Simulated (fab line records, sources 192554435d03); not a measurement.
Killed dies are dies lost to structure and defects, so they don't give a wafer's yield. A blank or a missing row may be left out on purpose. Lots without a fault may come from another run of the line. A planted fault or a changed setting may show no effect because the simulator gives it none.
fab line records | flow n5_finfet
record lots=22 wafers=66 last_day=19
route steps=1938 shown GATE_CUT@498 MOL_CONTACT_COAG@530
lots that met no fault: from a run of the same line without faults
start_h: hours from the record's first day to the start of the lot's first wafer shown | wait_h: hours since the lot's step before | " the same as in the row above | L1.1+2: a row that stands for several wafers | - no value, or no start given | * or withheld: withheld | < > ~ a bound
route shown NAME@n: a module of which the file shows steps, and the number in the route of the first | usual: mean/standard deviation of fault-free wafers | same: alike in all rows | chamber/n: place in a boat | sites: the reading at each site | _std_site: their standard deviation | _edge_site: outer sites' mean less inner sites' | radius_mm: how far each site lies from the wafer's centre | mask NAME#n: copy n | behind: the tool/chamber that last shaped the wafer | hold: why the lot was held/for how many hours/how that ended | device: the transistor (n, p or np) that didn't switch | end of line: the same wafers' tests at the end of the route | a step without rows: its recipe alone | killed: dies lost to structure and defects at the first sort, not the wafer's yield | map: a wafer's dies, x killed, . not, _ none there
set.NAME: the setting as run; set.NAME@STEP: as run at that earlier step | model.NAME: the simulator's own value behind a step, which no gauge read
steps of the route over a sample of lots; a table a step, a row a wafer
services: from which hour (start_h, from the record's first day; less than 0 if before it) a tool's chamber was out of use, for how many hours, and why
## steps
# step N5_GATE_CUT_STRIP_42
# recipe chemistry=O2 power_w=400 temp_c=40 pressure_mtorr=30 rf_frequency_hz=6e+07 bias_power_w=0 overash_fraction=0.3 o2_flow_sccm=225
# usual drypump_motor_current_A=5.8/0.57 oes_product_au=0.77/0.059 rf_vpp_V=3.6/0.49 showerhead_plenum_p_Torr=2.11/0.071 throttle_valve_pct=16.80/0.2
# same bias_power_w=0
# columns lot.wafer tool chamber start_h wait_h drypump_motor_current_A oes_product_au rf_hours_counter_h rf_vpp_V showerhead_plenum_p_Torr throttle_valve_pct
L075.2 rie_diel-04 2 92.22 0.0 5.2 0.71 234 3.7 2.07 16.83
L075.3 " 3 " " 6.0 0.77 141 3.9 2.08 16.71
L075.5 " 2 " " 5.2 0.71 - 4.5 2.07 16.83
L076.1 rie_diel-03 0 97.24 0.0 5.0 0.74 132 3.3 2.11 16.96
L076.2 " 3 " " 6.4 0.87 42 3.0 2.06 16.55
L076.6 " 2 " " 4.7 0.78 - 3.4 2.20 17.03
L078.1 rie_diel-03 1 107.13 0.0 6.1 0.75 174 2.6 2.19 16.91
L078.3 " 0 " " 5.0 0.75 136 3.3 2.11 16.98
L078.4 " 3 " " 6.4 0.87 45 2.6 2.06 16.56
L077.1 rie_diel-01 0 108.26 0.0 6.2 0.69 237 4.3 2.07 16.63
L077.2 " 2 " " 5.7 0.78 143 4.2 2.17 16.69
L077.6 " 1 " " 6.2 0.73 - 3.4 1.99 16.78
L079.1 rie_diel-03 0 114.74 0.0 5.0 0.74 138 3.7 2.11 16.99
L079.3 " 1 " " 6.1 0.74 176 3.0 2.19 16.93
L079.6 " 3 " " 6.4 0.88 - 3.5 2.06 16.57
L080.3 rie_diel-03 2 120.92 0.0 4.7 0.79 134 4.2 2.20 17.05
L080.5 " 1 " " 6.1 0.75 - 3.3 2.19 16.91
L080.6 " 2 " " 4.7 0.78 - 4.2 2.20 17.07
L081.1 rie_diel-01 2 127.77 0.0 5.7 0.77 149 3.3 2.17 16.71
L081.2 " 3 " " 6.2 0.75 159 3.6 2.19 16.47
L081.5 " 0 " " 6.1 0.69 - 4.0 2.07 16.65
L082.1 rie_diel-03 3 135.15 0.0 6.4 0.87 52 3.6 2.05 16.57
L082.2 " 0 " " 5.0 0.74 145 3.6 2.11 17.00
L082.6 " 0 " " 5.0 0.74 - 2.9 2.11 16.99
L083.1 rie_diel-04 0 138.36 0.0 5.9 0.71 203 3.4 2.16 16.53
L083.2 " 2 " " 5.3 0.70 243 3.4 2.06 16.86
L083.3 " 1 " " 6.1 0.80 108 3.4 2.02 16.93
L084.1 rie_diel-03 2 142.51 0.0 4.7 0.78 141 3.9 2.20 17.08
L084.5 " 1 " " 6.1 0.75 - 3.3 2.19 16.93
L084.6 " 0 " " 5.0 0.74 - 4.1 2.11 17.00
L085.1 rie_diel-03 1 151.19 0.0 6.1 0.73 186 3.5 2.19 16.95
L085.3 " 2 " " 4.7 0.78 142 2.9 2.20 17.06
L085.6 " 0 " " 5.0 0.74 - 4.0 2.11 17.01
L086.1 rie_diel-01 0 158.63 0.0 6.1 0.68 249 3.8 2.06 16.65
L086.3 " 1 " " 6.2 0.72 183 2.9 1.99 16.79
L086.5 " 2 " " 5.7 0.76 - 3.5 2.16 16.74
L087.2 rie_diel-04 0 162.51 0.0 5.9 0.70 210 3.5 2.16 16.55
L087.5 " 2 " " 5.2 0.71 - 3.5 2.06 16.88
L087.6 " 1 " " 6.1 0.78 - 3.6 2.02 16.94
L088.3 rie_diel-03 2 169.62 0.0 4.7 0.77 145 3.3 2.19 17.07
L088.5 " 0 " " 5.0 0.73 - 3.8 2.10 17.02
L088.6 " 3 " " 6.3 0.86 - 2.8 2.05 16.59
L089.1 rie_diel-01 2 171.71 0.0 5.7 0.77 161 3.0 2.16 16.76
L089.3 " 3 " " 6.2 0.74 170 4.1 2.19 16.51
L089.6 " 3 " " 6.2 0.74 - 4.0 2.19 16.51
L090.1 rie_diel-01 2 181.61 0.0 5.7 0.76 163 2.8 2.16 16.77
L090.3 " 2 " " 5.7 0.76 - 3.6 2.16 16.75
L090.5 " 2 " " 5.7 0.76 - 3.0 2.16 16.76
L092.2 rie_diel-04 3 192.67 0.0 5.9 0.74 172 3.4 2.07 16.78
L092.3 " 1 " " 6.1 0.79 123 4.0 2.01 16.95
L092.6 " 1 " " 6.1 0.79 - 4.4 2.01 16.94
L093.1 rie_diel-01 0 201.14 0.0 6.1 0.96 4 3.3 2.06 16.21
L093.3 " 2 " " 5.7 0.76 169 3.9 2.16 16.77
L093.5 " 2 " " 5.7 0.75 - 3.9 2.16 16.78
L094.1 rie_diel-03 3 201.23 0.0 6.4 0.85 68 3.1 2.05 16.60
L094.2 " 2 " " 4.7 0.77 151 3.9 2.19 17.08
L094.5 " 3 " " 6.4 0.85 - 3.5 2.05 16.60
L095.1 rie_diel-03 2 208.09 0.0 4.7 0.77 153 4.3 2.19 17.10
L095.4 " 1 " " 6.1 0.73 200 2.9 2.18 16.96
L095.6 " 3 " " 6.4 0.85 - 3.3 2.05 16.62
L096.1 rie_diel-01 0 213.93 0.0 6.1 0.94 8 3.7 2.06 16.23
L096.3 " 1 " " 6.3 0.70 198 4.3 1.98 16.86
L096.4 " 3 " " 6.2 0.74 177 3.6 2.18 16.51
L097.1 rie_diel-03 1 225.52 0.0 6.1 0.72 206 3.9 2.18 16.97
L097.3 " 2 " " 4.7 0.76 159 3.3 2.19 17.09
L097.6 " 0 " " 5.0 0.73 - 4.1 2.10 17.04
# step N5_GATE_CUT_THK_MEAS_24
# recipe reads=SiO2_of_GATE_CUT_HM_DEP_46+SiO2_flowable_of_ILD0_FCVD_FILL_01
# usual GC_FILL_THK=219.7/1.9
# columns lot.wafer tool chamber start_h wait_h GC_FILL_THK[nm]
L075.2 film_metro-01 - 94.60 - 219.7
L075.3 " - " " 220.5
L075.5 " - " " 223.3
L076.1 film_metro-01 - 99.62 - 219.4
L076.2 " - " " 220.4
L076.6 " - " " 220.5
L078.1 film_metro-02 - 110.57 - 217.1
L078.3 " - " " 218.1
L078.4 " - " " 219.6
L077.1 film_metro-01 - 110.68 - 219.7
L077.2 " - " " 219.3
L077.6 " - " " 221.9
L079.1 film_metro-01 - 117.11 - 219.2
L079.3 " - " " 217.8
L079.6 " - " " 218.2
L080.3 film_metro-02 - 123.29 - 218.7
L080.5 " - " " 219.1
L080.6 " - " " 220.3
L081.1 film_metro-01 - 130.15 - 216.1
L081.2 " - " " 220.3
L081.5 " - " " 217.6
L082.1 film_metro-02 - 137.59 - 221.9
L082.2 " - " " 220.5
L082.6 " - " " 223.2
L083.1 film_metro-02 - 140.74 - 220.9
L083.2 " - " " 220.2
L083.3 " - " " 220.1
L084.1 film_metro-02 - 144.89 - 218.9
L084.5 " - " " 217.0
L084.6 " - " " 222.1
L085.1 film_metro-02 - 153.77 - 219.1
L085.3 " - " " 219.8
L085.6 " - " " 221.5
L086.1 film_metro-01 - 161.01 - 218.5
L086.3 " - " " 218.9
L086.5 " - " " 220.1
L087.2 film_metro-01 - 164.89 - 217.9
L087.5 " - " " 220.3
L087.6 " - " " 220.6
L088.3 film_metro-02 - 172.00 - 218.7
L088.5 " - " " 222.3
L088.6 " - " " 219.7
L089.1 film_metro-02 - 174.09 - 219.9
L089.3 " - " " 216.7
L089.6 " - " " 220.3
L090.1 film_metro-02 - 184.18 - 219.7
L090.3 " - " " 220.5
L090.5 " - " " 224.4
L092.2 film_metro-02 - 195.04 - 218.4
L092.3 " - " " 218.8
L092.6 " - " " 220.7
L093.1 film_metro-01 - 203.52 - 218.0
L093.3 " - " " 218.5
L093.5 " - " " 220.2
L094.1 film_metro-02 - 204.03 - 218.7
L094.2 " - " " 219.9
L094.5 " - " " 223.3
L095.1 film_metro-01 - 210.46 - 217.2
L095.4 " - " " 216.7
L095.6 " - " " 218.8
L096.1 film_metro-02 - 216.32 - 217.6
L096.3 " - " " 220.8
L096.4 " - " " 223.1
L097.1 film_metro-02 - 227.90 - 216.4
L097.3 " - " " 219.8
L097.6 " - " " 219.7
# step N5_MOL_CONTACT_COAG_ETCH_59
# recipe chemistry=N2/H2 target=underlayer target_depth_a=130 mask_material=CAR-EUV time_s=10.4 ion_energy_ev=200 pressure_mtorr=30 source_w=840 bias_w=150 n2_flow_sccm=200 h2_flow_sccm=200 ends=cleared
# usual drypump_motor_current_A=5.7/0.48 etch_rf_on_time_s=10.43/0.21 n2_flow_sccm=200.1/0.59 oes_product_au=0.67/0.083 rf_vpp_V=524.8/2 showerhead_plenum_p_Torr=2.57/0.065 throttle_valve_pct=17.85/0.19
# columns lot.wafer tool chamber start_h wait_h drypump_motor_current_A etch_rf_on_time_s n2_flow_sccm oes_product_au rf_hours_counter_h rf_vpp_V showerhead_plenum_p_Torr throttle_valve_pct
L075.2 rie_diel-05 1 95.92 0.0 5.4 10.16 200.1 0.66 144 521.5 2.55 18.03
L075.3 " 3 " " 5.3 9.98 199.9 0.82 4 524.9 2.61 17.79
L075.5 " 1 " " 5.4 10.26 200.4 0.66 - 524.6 2.55 18.03
L076.1 rie_diel-02 1 100.95 0.0 5.0 10.59 200.4 0.61 199 522.3 2.51 17.86
L076.2 " 0 " " 5.2 10.35 200.1 0.61 201 527.6 2.61 18.10
L076.6 " 3 " " 6.4 10.54 200.3 0.58 - 520.3 2.38 17.90
L078.1 rie_diel-05 1 111.90 0.0 5.4 10.19 200.1 0.65 149 524.5 2.54 18.03
L078.3 " 3 " " 5.4 9.95 201.3 0.80 9 527.1 2.61 17.80
L078.4 " 2 " " 5.5 10.67 199.9 0.60 194 522.0 2.53 17.84
L077.1 rie_diel-02 1 112.07 0.0 5.0 10.72 199.5 0.61 204 522.7 2.51 17.86
L077.2 " 0 " " 5.2 10.48 200.5 0.61 206 527.6 2.61 18.10
L077.6 " 3 " " 6.4 10.63 199.4 0.58 - 521.2 2.37 17.91
L079.1 rie_diel-02 0 118.31 0.0 5.2 10.30 199.9 0.61 208 525.3 2.61 18.11
L079.3 " 2 " " 5.8 10.47 200.1 0.76 23 526.8 2.59 17.75
L079.6 " 0 " " 5.2 10.35 200.4 0.61 - 527.0 2.61 18.12
L080.3 rie_diel-05 2 124.76 0.0 5.5 10.58 198.3 0.59 199 522.7 2.53 17.83
L080.5 " 3 " " 5.3 9.97 199.3 0.79 - 524.6 2.61 17.79
L080.6 " 2 " " 5.5 10.58 198.7 0.59 - 523.4 2.53 17.85
L081.1 rie_diel-06 3 131.47 0.0 5.8 10.48 200.1 0.63 162 523.6 2.52 17.76
L081.2 " 1 " " 5.7 10.17 200.7 0.76 26 525.5 2.62 17.73
L081.5 " 1 " " 5.7 10.20 200.3 0.75 - 525.4 2.62 17.71
L082.1 rie_diel-02 3 139.20 0.0 6.4 10.28 200.6 0.84 2 530.2 2.69 17.42
L082.2 " 1 " " 5.0 10.79 200.2 0.59 215 523.0 2.50 17.89
L082.6 " 2 " " 5.8 10.42 200.3 0.75 - 524.7 2.58 17.77
L083.1 rie_diel-02 2 141.95 0.0 5.8 10.40 200.8 0.75 32 526.6 2.58 17.76
L083.2 " 1 " " 5.0 10.86 199.3 0.58 216 522.5 2.50 17.90
L083.3 " 3 " " 6.3 10.39 200.3 0.83 2 528.2 2.69 17.42
L084.1 rie_diel-06 3 146.08 0.0 5.8 10.49 200.6 0.63 165 524.0 2.52 17.79
L084.5 " 3 " " 5.8 10.43 201.4 0.63 - 524.0 2.52 17.79
L084.6 " 2 " " 6.3 10.64 199.2 0.61 - 523.8 2.52 17.87
L085.1 rie_diel-02 3 155.10 0.0 6.3 10.18 200.2 0.82 4 528.3 2.69 17.43
L085.3 " 2 " " 5.8 10.53 200.6 0.74 36 524.0 2.58 17.78
L085.6 " 2 " " 5.8 10.47 201.0 0.74 - 524.6 2.58 17.76
L086.1 rie_diel-02 2 163.38 0.0 5.8 10.48 200.1 0.73 40 524.6 2.58 17.80
L086.3 " 0 " " 5.2 10.34 200.8 0.60 222 525.6 2.61 18.14
L086.5 " 3 " " 6.4 10.26 200.0 0.81 - 526.7 2.69 17.44
L087.2 rie_diel-05 1 166.08 0.0 5.4 10.36 199.7 0.64 168 525.9 2.54 18.05
L087.5 " 1 " " 5.4 10.29 200.0 0.64 - 522.1 2.54 18.06
L087.6 " 0 " " 6.3 10.51 200.6 0.62 - 524.1 2.53 18.01
L088.3 rie_diel-06 0 173.19 0.0 5.8 10.37 199.9 0.77 32 527.5 2.58 17.83
L088.5 " 0 " " 5.8 10.41 200.2 0.77 - 524.5 2.58 17.83
L088.6 " 3 " " 5.8 10.43 199.7 0.63 - 525.0 2.51 17.79
L089.1 rie_diel-05 3 175.41 0.0 5.3 9.97 199.6 0.77 29 525.5 2.60 17.85
L089.3 " 2 " " 5.5 10.60 199.8 0.59 217 522.0 2.52 17.87
L089.6 " 2 " " 5.5 10.66 199.9 0.58 - 523.8 2.52 17.86
L090.1 rie_diel-02 1 185.38 0.0 4.9 10.85 200.1 0.59 226 522.5 2.50 17.92
L090.3 " 3 " " 6.4 10.24 199.9 0.79 14 527.7 2.68 17.47
L090.5 " 0 " " 5.2 10.42 199.5 0.60 - 525.9 2.60 18.17
L092.2 rie_diel-02 2 196.60 0.0 5.8 10.48 201.5 0.72 50 525.8 2.58 17.78
L092.3 " 1 " " 5.0 10.76 200.1 0.58 230 522.2 2.50 17.91
L092.6 " 3 " " 6.4 10.21 200.2 0.79 - 527.9 2.68 17.47
L093.1 rie_diel-02 0 204.96 0.0 5.2 10.28 200.4 0.60 233 525.5 2.60 18.16
L093.3 " 3 " " 6.4 10.09 199.4 0.78 22 528.6 2.68 17.47
L093.5 " 3 " " 6.4 10.17 200.5 0.78 - 529.4 2.68 17.45
L094.1 rie_diel-02 2 205.36 0.0 5.8 10.55 199.8 0.72 54 525.0 2.58 17.81
L094.2 " 0 " " 5.2 10.36 199.3 0.60 233 525.2 2.60 18.15
L094.5 " 1 " " 5.0 10.76 199.8 0.58 - 521.5 2.50 17.92
L095.1 rie_diel-02 1 211.66 0.0 5.0 10.90 200.3 0.58 234 522.7 2.50 17.92
L095.4 " 3 " " 6.4 10.29 200.1 0.78 25 529.1 2.68 17.46
L095.6 " 0 " " 5.2 10.48 199.2 0.59 - 526.3 2.60 18.16
L096.1 rie_diel-06 3 217.63 0.0 5.8 10.40 200.5 0.62 188 523.9 2.51 17.80
L096.3 " 0 " " 5.9 10.30 199.6 0.75 45 527.0 2.57 17.86
L096.4 " 1 " " 5.7 10.34 199.7 0.73 49 525.0 2.61 17.73
L097.1 rie_diel-02 3 229.32 0.0 6.4 10.25 199.3 0.76 33 526.3 2.68 17.49
L097.3 " 0 " " 5.2 10.43 201.2 0.59 243 524.4 2.60 18.17
L097.6 " 3 " " 6.4 10.22 199.8 0.76 - 527.8 2.68 17.46
# step N5_MOL_CONTACT_COAG_SIL_ANNEAL_21
# recipe temp_c=550 time_s=60 ambient=N2
# usual lamp_power_pct=6.1/0.39 wafer_temp_C_max=553.0/0.59
# columns lot.wafer tool chamber start_h wait_h lamp_power_pct wafer_temp_C_max
L075.2 rtp_anneal-01 0 97.35 0.2 6.4 553.3
L075.3 " 0 " " 6.4 553.4
L075.5 " 0 " " 6.4 554.3
L076.1 rtp_anneal-02 0 103.39 0.3 5.6 552.9
L076.2 " 0 " " 5.6 552.7
L076.6 " 0 " " 5.6 553.4
L078.1 rtp_anneal-01 0 114.41 0.2 6.4 552.9
L078.3 " 0 " " 6.4 552.7
L078.4 " 0 " " 6.4 552.3
L077.1 rtp_anneal-01 0 114.63 0.2 6.4 553.5
L077.2 " 0 " " 6.4 553.5
L077.6 " 0 " " 6.4 553.1
L079.1 rtp_anneal-02 0 119.87 0.2 5.6 552.4
L079.3 " 0 " " 5.6 553.0
L079.6 " 0 " " 5.6 553.3
L080.3 rtp_anneal-02 0 126.33 0.3 5.6 552.9
L080.5 " 0 " " 5.6 552.6
L080.6 " 0 " " 5.6 553.9
L081.1 rtp_anneal-01 0 132.82 0.2 6.4 552.6
L081.2 " 0 " " 6.4 551.9
L081.5 " 0 " " 6.4 551.6
L082.1 rtp_anneal-01 0 140.52 0.2 6.4 552.1
L082.2 " 0 " " 6.4 554.6
L082.6 " 0 " " 6.4 553.1
L083.1 rtp_anneal-01 0 143.51 0.2 6.4 552.0
L083.2 " 0 " " 6.4 552.3
L083.3 " 0 " " 6.4 553.0
L084.1 rtp_anneal-01 0 148.87 0.2 6.4 552.7
L084.5 " 0 " " 6.4 552.9
L084.6 " 0 " " 6.4 553.9
L085.1 rtp_anneal-02 0 156.58 0.2 5.6 553.3
L085.3 " 0 " " 5.6 553.4
L085.6 " 0 " " 5.6 552.6
L086.1 rtp_anneal-01 0 164.92 0.3 6.4 552.5
L086.3 " 0 " " 6.4 552.8
L086.5 " 0 " " 6.4 552.9
L087.2 rtp_anneal-01 0 167.59 0.2 6.4 553.3
L087.5 " 0 " " 6.4 553.3
L087.6 " 0 " " 6.4 553.1
L088.3 rtp_anneal-01 0 174.60 0.3 6.4 553.0
L088.5 " 0 " " 6.4 552.6
L088.6 " 0 " " 6.4 553.4
L089.1 rtp_anneal-02 0 178.99 0.2 5.6 552.3
L089.3 " 0 " " 5.6 553.2
L089.6 " 0 " " 5.6 552.8
L090.1 rtp_anneal-02 0 186.92 0.2 5.6 553.2
L090.3 " 0 " " 5.6 553.7
L090.5 " 0 " " 5.6 552.5
L092.2 rtp_anneal-02 0 197.98 0.2 5.6 553.4
L092.3 " 0 " " 5.6 552.7
L092.6 " 0 " " 5.6 552.8
L093.1 rtp_anneal-02 0 206.78 0.2 5.6 552.8
L093.3 " 0 " " 5.6 552.8
L093.5 " 0 " " 5.6 552.2
L094.1 rtp_anneal-01 0 206.87 0.2 6.4 552.0
L094.2 " 0 " " 6.4 552.9
L094.5 " 0 " " 6.4 553.8
L095.1 rtp_anneal-01 0 213.52 0.2 6.4 553.3
L095.4 " 0 " " 6.4 553.9
L095.6 " 0 " " 6.4 553.8
L096.1 rtp_anneal-01 0 219.23 0.4 6.4 553.7
L096.3 " 0 " " 6.4 554.6
L096.4 " 0 " " 6.4 553.1
L097.1 rtp_anneal-01 0 232.13 0.3 6.4 554.0
L097.3 " 0 " " 6.4 552.2
L097.6 " 0 " " 6.4 553.4
# step N5_MOL_CONTACT_COAG_ALD_123
# recipe material=SiNx target_thk_a=50 temp_c=400 ald_precursor_family=SiH2I2 ald_co_reactant=N2/H2-plasma pulse_time_s=1 purge_time_s=2 co_reactant_purge_time_s=2 ald_cycles=100 pressure_torr=2
# usual chamber_pressure_Torr=2.001/0.004 heater_power_w=856/65 precursor_pulse_height_rel=1.002/0.019 susceptor_temp_C=400.00/0.24
# columns lot.wafer tool chamber start_h wait_h chamber_pressure_Torr heater_power_w precursor_pulse_height_rel susceptor_temp_C
L075.2 ald_sin-01 3 106.72 0.0 1.997 862 1.004 399.53
L075.3 " 1 " " 2.000 802 0.989 399.79
L075.5 " 0 " " 1.998 816 1.015 400.08
L076.1 ald_sin-02 2 109.31 0.2 2.002 962 1.033 399.80
L076.2 " 3 " " 2.001 912 0.973 400.11
L076.6 " 0 " " 1.998 771 0.998 399.80
L078.1 ald_sin-02 0 121.03 0.5 2.005 771 1.025 399.77
L078.3 " 2 " " 1.996 950 0.992 399.77
L078.4 " 1 " " 2.003 970 0.967 400.28
L077.1 ald_sin-02 1 121.69 0.0 1.999 939 0.997 399.57
L077.2 " 2 " " 2.008 950 1.005 399.67
L077.6 " 1 " " 2.003 958 1.006 399.65
L079.1 ald_sin-01 0 125.65 0.0 2.004 809 0.995 400.19
L079.3 " 3 " " 2.001 880 1.003 399.98
L079.6 " 0 " " 2.003 819 1.006 399.83
L080.3 ald_sin-04 2 135.32 0.2 1.995 825 0.992 400.25
L080.5 " 2 " " 1.998 837 1.022 400.42
L080.6 " 1 " " 1.998 794 0.992 400.15
L081.1 ald_sin-02 3 139.49 0.3 2.000 926 0.978 399.97
L081.2 " 2 " " 2.001 952 1.023 399.99
L081.5 " 3 " " 2.000 926 0.942 400.14
L082.1 ald_sin-01 3 151.60 0.5 1.999 870 1.005 400.19
L082.2 " 2 " " 2.001 838 0.996 399.87
L082.6 " 3 " " 2.001 883 1.011 400.44
L083.1 ald_sin-04 0 151.78 0.0 2.000 900 1.010 400.07
L083.2 " 2 " " 1.994 822 1.007 399.75
L083.3 " 1 " " 1.999 796 1.020 400.57
L084.1 ald_sin-01 3 154.78 0.0 2.000 898 0.957 399.81
L084.5 " 1 " " 2.010 801 1.000 399.63
L084.6 " 0 " " 2.000 815 1.007 400.08
L085.1 ald_sin-04 2 163.85 0.2 2.000 833 0.989 399.81
L085.3 " 0 " " 1.998 906 1.000 399.89
L085.6 " 3 " " 2.000 817 1.015 399.66
L087.2 ald_sin-01 0 173.28 0.0 2.000 832 0.955 400.10
L087.5 " 2 " " 1.994 863 0.997 400.10
L087.6 " 3 " " 2.002 860 1.011 400.41
L086.1 ald_sin-02 0 173.62 0.0 2.001 770 0.981 399.80
L086.3 " 2 " " 1.995 976 0.994 399.95
L086.5 " 0 " " 2.005 792 1.012 400.19
L088.3 ald_sin-04 2 189.37 2.6 2.001 806 1.046 400.01
L088.5 " 1 " " 2.003 780 0.996 400.22
L088.6 " 2 " " 2.007 828 0.996 399.85
L089.1 ald_sin-01 1 189.56 1.1 2.004 780 1.020 400.05
L089.3 " 3 " " 2.003 861 1.031 399.82
L089.6 " 0 " " 1.991 823 1.016 399.55
L090.1 ald_sin-01 2 197.12 0.0 2.007 860 1.002 399.86
L090.3 " 3 " " 2.007 855 1.002 400.04
L090.5 " 3 " " 1.998 870 1.004 399.83
L092.2 ald_sin-04 3 205.87 0.0 2.003 799 0.978 399.81
L092.3 " 1 " " 2.005 790 1.003 400.38
L092.6 " 0 " " 1.998 935 1.019 399.80
L093.1 ald_sin-02 2 213.50 0.0 2.005 935 0.985 400.00
L093.3 " 1 " " 1.997 963 1.020 399.53
L093.5 " 0 " " 2.001 751 0.989 400.17
L094.1 ald_sin-04 2 213.99 0.0 1.996 830 0.989 400.05
L094.2 " 1 " " 1.999 799 1.008 399.99
L094.5 " 3 " " 2.002 831 0.984 400.26
L095.1 ald_sin-01 0 219.82 0.0 2.004 831 1.018 400.44
L095.4 " 1 " " 2.004 800 1.025 400.16
L095.6 " 0 " " 1.998 810 0.974 400.48
L096.1 ald_sin-04 2 228.25 0.0 2.009 831 0.994 399.65
L096.3 " 1 " " 2.003 787 1.018 399.78
L096.4 " 3 " " 2.008 803 0.996 399.72
L097.1 ald_sin-02 1 240.74 0.2 2.002 953 0.974 400.16
L097.3 " 0 " " 2.005 775 1.023 400.25
L097.6 " 0 " " 1.997 765 1.014 399.91
# step N5_MOL_CONTACT_COAG_ETCHBACK_135
# recipe chemistry=CHF3 target=SiO2 target_depth_a=250 time_s=16.7 ion_energy_ev=200 pressure_mtorr=30 source_w=610 bias_w=170 Ar_flow_sccm=200 CHF3_flow_sccm=50
# usual drypump_motor_current_A=5.7/0.47 oes_product_au=0.77/0.092 rf_vpp_V=521/8.8 showerhead_plenum_p_Torr=2.40/0.055 throttle_valve_pct=18.76/0.19
# columns lot.wafer tool chamber start_h wait_h drypump_motor_current_A oes_product_au rf_hours_counter_h rf_vpp_V showerhead_plenum_p_Torr throttle_valve_pct
L075.2 rie_diel-02 3 108.49 0.0 6.4 0.69 250 518 2.23 18.95
L075.3 " 1 " " 5.0 0.71 202 519 2.37 18.84
L075.5 " 1 " " 5.0 0.72 - 519 2.37 18.84
L076.1 rie_diel-02 1 110.73 0.0 4.9 0.70 204 519 2.37 18.84
L076.2 " 0 " " 5.2 0.71 206 516 2.45 19.02
L076.6 " 0 " " 5.2 0.70 - 516 2.45 19.00
L078.1 rie_diel-02 0 123.01 0.0 5.2 0.71 210 517 2.44 19.03
L078.3 " 1 " " 5.0 0.71 208 517 2.37 18.84
L078.4 " 0 " " 5.2 0.71 - 516 2.44 19.02
L077.1 rie_diel-02 1 123.34 0.0 5.0 0.70 208 519 2.37 18.84
L077.2 " 2 " " 5.8 0.89 25 510 2.42 18.56
L077.6 " 2 " " 5.8 0.89 - 509 2.42 18.55
L079.1 rie_diel-05 3 127.62 0.0 5.3 0.93 12 513 2.43 18.51
L079.3 " 1 " " 5.4 0.75 154 519 2.36 18.86
L079.6 " 0 " " 6.2 0.72 - 527 2.38 18.88
L080.3 rie_diel-06 0 137.30 0.0 5.8 0.91 22 532 2.42 18.59
L080.5 " 1 " " 5.7 0.88 - 520 2.43 18.46
L080.6 " 2 " " 6.3 0.70 - 542 2.36 18.81
L081.1 rie_diel-02 0 140.90 0.0 5.2 0.70 218 516 2.44 19.02
L081.2 " 1 " " 5.0 0.69 215 518 2.37 18.85
L081.5 " 3 " " 6.4 0.98 - 525 2.51 18.48
L082.1 rie_diel-06 1 153.03 0.0 5.7 0.87 32 521 2.43 18.47
L082.2 " 3 " " 5.8 0.73 168 508 2.36 18.75
L082.6 " 2 " " 6.3 0.71 - 542 2.36 18.83
L083.1 rie_diel-06 2 153.38 0.0 6.3 0.71 197 542 2.36 18.81
L083.2 " 1 " " 5.8 0.87 32 521 2.43 18.48
L083.3 " 0 " " 5.8 0.91 27 531 2.41 18.60
L084.1 rie_diel-06 1 156.31 0.0 5.7 0.87 33 520 2.43 18.45
L084.5 " 1 " " 5.8 0.86 - 521 2.43 18.46
L084.6 " 0 " " 5.8 0.90 - 531 2.41 18.60
L085.1 rie_diel-02 2 165.56 0.0 5.8 0.86 41 509 2.41 18.59
L085.3 " 0 " " 5.2 0.69 223 516 2.44 19.03
L085.6 " 2 " " 5.8 0.86 - 510 2.41 18.58
L087.2 rie_diel-02 0 174.76 0.0 5.2 0.70 225 516 2.44 19.03
L087.5 " 2 " " 5.8 0.86 - 509 2.41 18.57
L087.6 " 3 " " 6.4 0.93 - 525 2.51 18.51
L086.1 rie_diel-05 0 175.02 0.0 6.2 0.72 168 524 2.37 18.92
L086.3 " 2 " " 5.5 0.68 217 525 2.36 18.76
L086.5 " 1 " " 5.4 0.75 - 518 2.36 18.91
L088.3 rie_diel-05 3 190.90 0.0 5.3 0.89 33 513 2.42 18.51
L088.5 " 0 " " 6.2 0.71 - 528 2.37 18.92
L088.6 " 1 " " 5.4 0.73 - 518 2.36 18.90
L089.1 rie_diel-06 3 191.18 0.0 5.8 0.73 179 509 2.36 18.78
L089.3 " 0 " " 5.8 0.89 36 529 2.41 18.62
L089.6 " 3 " " 5.8 0.73 - 509 2.36 18.77
L090.1 rie_diel-06 0 200.11 0.0 5.8 0.90 40 531 2.41 18.62
L090.3 " 2 " " 6.3 0.70 211 544 2.36 18.86
L090.5 " 0 " " 5.8 0.89 - 532 2.41 18.62
L092.2 rie_diel-02 0 207.28 0.0 5.2 0.69 234 517 2.44 19.03
L092.3 " 3 " " 6.4 0.91 23 527 2.51 18.53
L092.6 " 2 " " 5.8 0.83 - 511 2.40 18.61
L093.1 rie_diel-06 2 215.04 0.0 6.3 0.69 214 541 2.36 18.85
L093.3 " 1 " " 5.8 0.84 48 519 2.42 18.48
L093.5 " 2 " " 6.3 0.69 - 540 2.36 18.86
L094.1 rie_diel-02 0 215.39 0.0 5.2 0.69 237 515 2.43 19.06
L094.2 " 3 " " 6.4 0.90 26 525 2.51 18.53
L094.5 " 1 " " 5.0 0.68 - 518 2.36 18.89
L095.1 rie_diel-02 2 221.75 0.0 5.8 0.84 57 510 2.40 18.60
L095.4 " 3 " " 6.4 0.90 30 525 2.50 18.54
L095.6 " 1 " " 5.0 0.67 - 518 2.36 18.87
L096.1 rie_diel-05 0 229.95 0.0 6.2 0.71 186 526 2.36 18.94
L096.3 " 1 " " 5.4 0.73 188 518 2.35 18.93
L096.4 " 3 " " 5.3 0.86 45 514 2.41 18.54
L097.1 rie_diel-06 2 242.28 0.0 6.3 0.69 223 542 2.35 18.88
L097.3 " 1 " " 5.7 0.82 57 520 2.42 18.50
L097.6 " 2 " " 6.3 0.69 - 540 2.35 18.89
## services
# columns tool chamber start_h hours kind
ald_sin-01 1 82.93 7.7 repair
ald_sin-04 - 85.55 14.0 pm
ald_sin-01 3 91.63 6.6 repair
rie_diel-02 2 98.10 16.2 repair
ald_sin-02 - 106.72 1.6 repair
rie_diel-02 3 114.42 - clean
rie_diel-04 2 115.56 19.2 repair
rie_diel-05 3 118.81 5.5 repair
rie_diel-01 3 139.01 5.3 repair
rie_diel-04 2 153.49 7.9 repair
rie_diel-02 0 153.84 5.9 repair
rie_diel-03 2 154.27 4.0 repair
rie_diel-02 1 156.34 5.9 repair
rie_diel-01 3 175.59 15.8 repair
ald_sin-02 - 176.82 14.0 pm
rie_diel-03 - 179.33 2.8 pm
rie_diel-02 0 190.66 4.0 repair
ald_sin-02 3 191.22 1.4 repair
rie_diel-04 2 200.78 4.9 repair
rie_diel-04 0 210.17 13.3 repair
rie_diel-02 2 212.97 7.8 repair
ald_sin-04 - 220.24 6.1 pm
ald_sin-04 0 227.91 13.5 repair
rie_diel-02 0 233.99 1.9 repair
## key
fault none
